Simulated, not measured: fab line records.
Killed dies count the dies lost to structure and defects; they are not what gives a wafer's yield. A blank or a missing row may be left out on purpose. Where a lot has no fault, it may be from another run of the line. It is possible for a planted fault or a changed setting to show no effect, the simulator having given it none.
Matching of chambers | flow nandHarc | rieSi-05 running NHARC_A_CHANNEL_FILL_D2_ETCHBACK_19: 4 sister chambers
The step etches the open film in HBr/Cl2, target depth 5 nm, time 1.7 s. 4 wafers are shown with their chamber, then 7 later ones without.

WAFERS PAIRED WITH THEIR CHAMBERS
wafer  | chamber | drypumpMotorCurrentA (A)
L078.3 | 0       | 5.7
L082.1 | 3       | 5.5
L089.1 | 2       | 6.6
L089.3 | 1       | 6.1

WAFERS WITH NO CHAMBER GIVEN
wafer  | drypumpMotorCurrentA (A)
L089.6 | 6.0
L096.2 | 6.6
L096.3 | 6.6
L096.4 | 5.5
L097.1 | 5.5
L097.2 | 5.7
L097.5 | 5.7

WHICH CHAMBER EACH WENT THROUGH
wafer  | from the rows above | in truth
L089.6 | 1                   | 1
L096.2 | 2                   | 2
L096.3 | 2                   | 2
L096.4 | 3                   | 3
L097.1 | 3                   | 3
L097.2 | 0                   | 0
L097.5 | 0                   | 0
Correct placement for 7 of the 7. Left unplaced by these rows: 0. Placed wrongly: 0.
How it was worked out, from the rows above alone: a wafer's distance from a chamber is the root of the sum, over the readings, of the square of ((its reading less the chamber's mean) divided by the reading's scatter). The wafer belongs to the nearest chamber; if the next one is less than 2 further off, it can't be placed. The mean given for a chamber averages the wafers shown for that chamber. The scatter (one wafer shown for each chamber): square how far every hidden wafer sits from the nearest shown wafer, average those squares and take the square root.
